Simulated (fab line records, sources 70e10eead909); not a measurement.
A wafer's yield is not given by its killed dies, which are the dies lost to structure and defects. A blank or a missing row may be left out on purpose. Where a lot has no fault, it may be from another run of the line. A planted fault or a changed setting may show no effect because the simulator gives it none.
Which tool did it? | flow nand_harc | 14 lots with 42 wafers sampled at 4 steps, on a route of 1302 steps

## WHAT THE GAUGES READ, wafer by wafer
The record holds no reading of a measuring or inspecting step that can be judged against a usual standard deviation.

## WHICH TOOL RAN EACH LOT (tool, then ch and the chambers of the sampled wafers, then the start)
lot  | NHARC_A_CONTACT_ETCH_112             | NHARC_A_CONTACT_ETCH_117             | NHARC_A_CONTACT_ETCH_120             | NHARC_A_CONTACT_ETCH_96
L177 | har_cap_etch-03 ch 0,1, day 21 10:37 | har_cap_etch-03 ch 0,1, day 21 11:28 | har_cap_etch-03 ch 0,1, day 21 11:59 | rie_diel-05 ch 1,2, day 21 13:33
L179 | har_cap_etch-01 ch 0,1, day 22 13:55 | har_cap_etch-01 ch 0,1, day 22 14:46 | har_cap_etch-01 ch 0,1, day 22 15:16 | rie_diel-05 ch 1,2, day 22 16:52
L180 | har_cap_etch-02 ch 0,1, day 22 18:04 | har_cap_etch-02 ch 0,1, day 22 18:55 | har_cap_etch-02 ch 0,1, day 22 19:26 | rie_diel-10 ch 1,2, day 22 21:04
L178 | har_cap_etch-02 ch 0,1, day 22 22:35 | har_cap_etch-02 ch 0,1, day 23 00:01 | har_cap_etch-02 ch 0,1, day 23 00:52 | rie_diel-04 ch 0,2,3, day 23 02:50
L182 | har_cap_etch-01 ch 0,1, day 23 19:02 | har_cap_etch-01 ch 0,1, day 23 19:53 | har_cap_etch-01 ch 0,1, day 23 20:24 | rie_diel-10 ch 0,2,3, day 23 22:08
L184 | har_cap_etch-01 ch 0,1, day 24 23:32 | har_cap_etch-01 ch 0,1, day 25 00:23 | har_cap_etch-01 ch 0,1, day 25 00:53 | rie_diel-04 ch 0,1,2, day 25 02:31
L183 | har_cap_etch-03 ch 0,1, day 25 02:40 | har_cap_etch-03 ch 0,1, day 25 03:31 | har_cap_etch-03 ch 0,1, day 25 04:01 | rie_diel-10 ch 2,3, day 25 05:40
L185 | har_cap_etch-01 ch 0,1, day 25 14:04 | har_cap_etch-01 ch 0,1, day 25 14:56 | har_cap_etch-01 ch 0,1, day 25 15:26 | rie_diel-10 ch 0,1, day 25 17:02
L189 | har_cap_etch-01 ch 0,1, day 26 17:02 | har_cap_etch-01 ch 0,1, day 26 17:53 | har_cap_etch-01 ch 0,1, day 26 18:24 | rie_diel-04 ch 0,2,3, day 26 20:02
L192 | har_cap_etch-01 ch 0,1, day 28 20:38 | har_cap_etch-01 ch 0,1, day 28 21:29 | har_cap_etch-01 ch 0,1, day 28 22:00 | rie_diel-05 ch 0,1, day 28 23:36
L194 | har_cap_etch-02 ch 0,1, day 29 01:13 | har_cap_etch-02 ch 0,1, day 29 02:04 | har_cap_etch-02 ch 0,1, day 29 02:35 | rie_diel-04 ch 0,1,2, day 29 04:14
L195 | har_cap_etch-01 ch 0,1, day 29 16:14 | har_cap_etch-01 ch 0,1, day 29 17:05 | har_cap_etch-01 ch 0,1, day 29 17:36 | rie_diel-10 ch 0,1,2, day 29 19:14
L196 | har_cap_etch-02 ch 0, day 30 02:01   | har_cap_etch-02 ch 0, day 30 02:52   | har_cap_etch-02 ch 0, day 30 03:23   | rie_diel-10 ch 0,1,2, day 30 05:04
L199 | har_cap_etch-02 ch 0,1, day 31 06:29 | har_cap_etch-02 ch 0,1, day 31 07:37 | har_cap_etch-02 ch 0,1, day 31 08:19 | rie_diel-10 ch 2,3, day 31 10:19
- NHARC_A_CONTACT_ETCH_112: etches the open film in C4F8/O2/Ar, time 190 s, target depth 1850 nm.
- NHARC_A_CONTACT_ETCH_117: etches the open film in C4F8/O2/Ar, time 190 s, target depth 1850 nm.
- NHARC_A_CONTACT_ETCH_120: etches the open film in C4F8/O2/Ar, time 190 s, target depth 1850 nm.
- NHARC_A_CONTACT_ETCH_96: etches the open film in C4F6/O2, target depth 20 nm, time 10 s.

## WHAT THE TOOLS THEMSELVES READ (means of the sampled wafers that have a number; where no wafer has one, the mark that the record gives instead)
NHARC_A_CONTACT_ETCH_112.
lot  | tool            | chamber_pressure_mTorr (mTorr) | oes_air_line_au (a.u.)
L177 | har_cap_etch-03 | 20.001                         | 0.982
L179 | har_cap_etch-01 | 20.000                         | 1.015
L180 | har_cap_etch-02 | 20.009                         | 0.996
L178 | har_cap_etch-02 | 20.006                         | 0.996
L182 | har_cap_etch-01 | 20.007                         | 1.001
L184 | har_cap_etch-01 | 19.997                         | 0.993
L183 | har_cap_etch-03 | 20.002                         | 0.996
L185 | har_cap_etch-01 | 20.000                         | 1.017
L189 | har_cap_etch-01 | 20.005                         | 1.006
L192 | har_cap_etch-01 | 20.007                         | 1.019
L194 | har_cap_etch-02 | 20.015                         | 1.009
L195 | har_cap_etch-01 | 19.993                         | 0.997
L196 | har_cap_etch-02 | 19.980                         | 1.003
L199 | har_cap_etch-02 | 20.010                         | 1.024

NHARC_A_CONTACT_ETCH_117.
lot  | tool            | chamber_pressure_mTorr (mTorr) | oes_air_line_au (a.u.)
L177 | har_cap_etch-03 | 19.991                         | 1.004
L179 | har_cap_etch-01 | 20.011                         | 1.001
L180 | har_cap_etch-02 | 20.009                         | 0.997
L178 | har_cap_etch-02 | 19.991                         | 0.994
L182 | har_cap_etch-01 | 19.986                         | 0.987
L184 | har_cap_etch-01 | 20.000                         | 0.998
L183 | har_cap_etch-03 | 20.015                         | 1.014
L185 | har_cap_etch-01 | 19.997                         | 1.016
L189 | har_cap_etch-01 | 20.004                         | 1.008
L192 | har_cap_etch-01 | 19.997                         | 1.023
L194 | har_cap_etch-02 | 19.992                         | 1.013
L195 | har_cap_etch-01 | 20.003                         | 0.975
L196 | har_cap_etch-02 | 19.995                         | 0.982
L199 | har_cap_etch-02 | 19.985                         | 0.977

NHARC_A_CONTACT_ETCH_120.
lot  | tool            | chamber_pressure_mTorr (mTorr) | oes_air_line_au (a.u.)
L177 | har_cap_etch-03 | 20.007                         | 0.989
L179 | har_cap_etch-01 | 20.008                         | 1.013
L180 | har_cap_etch-02 | 20.008                         | 1.015
L178 | har_cap_etch-02 | 20.009                         | 1.005
L182 | har_cap_etch-01 | 20.001                         | 1.002
L184 | har_cap_etch-01 | 20.004                         | 1.010
L183 | har_cap_etch-03 | 19.995                         | 0.994
L185 | har_cap_etch-01 | 20.001                         | 1.009
L189 | har_cap_etch-01 | 20.028                         | 0.984
L192 | har_cap_etch-01 | 20.004                         | 1.013
L194 | har_cap_etch-02 | 19.991                         | 0.992
L195 | har_cap_etch-01 | 19.988                         | 1.008
L196 | har_cap_etch-02 | 19.998                         | 1.003
L199 | har_cap_etch-02 | 19.984                         | 0.994

NHARC_A_CONTACT_ETCH_96.
lot  | tool        | bias_w (W) | c4f6_flow_sccm (sccm) | drypump_motor_current_A (A) | oes_product_au (a.u.) | rf_vpp_V (V) | showerhead_plenum_p_Torr (Torr) | throttle_valve_pct (%)
L177 | rie_diel-05 | 500.8      | 24.96                 | 5.8                         | 0.986                 | 546          | 3.90                            | 26.905
L179 | rie_diel-05 | 498.8      | 25.08                 | 5.8                         | 0.958                 | 546          | 3.89                            | 26.896
L180 | rie_diel-10 | 500.6      | 24.96                 | 5.9                         | 0.999                 | 545          | 3.86                            | 26.898
L178 | rie_diel-04 | 500.4      | 24.98                 | 5.6                         | 0.946                 | 544          | 3.81                            | 26.907
L182 | rie_diel-10 | 499.9      | 25.03                 | 6.0                         | 0.959                 | 549          | 4.00                            | 26.910
L184 | rie_diel-04 | 498.0      | 24.97                 | 5.6                         | 1.001                 | 543          | 3.76                            | 26.907
L183 | rie_diel-10 | 498.6      | 25.01                 | 6.2                         | 0.947                 | 547          | 3.94                            | 26.915
L185 | rie_diel-10 | 500.2      | 25.01                 | 5.9                         | 0.950                 | 548          | 3.94                            | 26.900
L189 | rie_diel-04 | 499.7      | 24.92                 | 5.6                         | 0.962                 | 545          | 3.79                            | 26.903
L192 | rie_diel-05 | -          | -                     | -                           | -                     | -            | -                               | -
L194 | rie_diel-04 | -          | -                     | -                           | -                     | -            | -                               | -
L195 | rie_diel-10 | 499.9      | 25.04                 | 5.9                         | 0.989                 | 550          | 4.09                            | 26.902
L196 | rie_diel-10 | 500.1      | 25.02                 | 5.9                         | 1.003                 | 550          | 4.08                            | 26.900
L199 | rie_diel-10 | 499.3      | 24.97                 | 6.2                         | 0.954                 | 547          | 3.93                            | 26.903

## THE ANSWER, worked out from the rows above alone
Rule: usual is defined by the lots themselves. The widest of any qualifying gaps counts: lots, ordered by their means at a reading, are off when they make up no more than a third of the lots, leave a main group of 4 or more, and stand apart from it by 3 or more times the standard deviation of that group's means. If all means in a main group match to the digits the tables above print for the reading, that group is not used. A lot without any number at a reading at which 4 lots or more have one is off too. The other lots that the step has rows for count as sound. After the gauges, taken in route order, come the tools' own readings; for these a lot's mean is taken, as printed above. At the first step where some lot is off, the reading lying furthest off is the one used; lots without a number count as furthest.
Off, at NHARC_A_CONTACT_ETCH_96 on bias_w: L192, L194. Without a number there: L192, L194. For the main group the mean is 499.7 W and the standard deviation 0.82.
If a tool, at that step or one of the process steps before it, ran each lot that is off and ran no sound lot following the first of them, it fits. Not one of the candidates tried fits.

## WHAT THE SIMULATOR HAD PUT IN
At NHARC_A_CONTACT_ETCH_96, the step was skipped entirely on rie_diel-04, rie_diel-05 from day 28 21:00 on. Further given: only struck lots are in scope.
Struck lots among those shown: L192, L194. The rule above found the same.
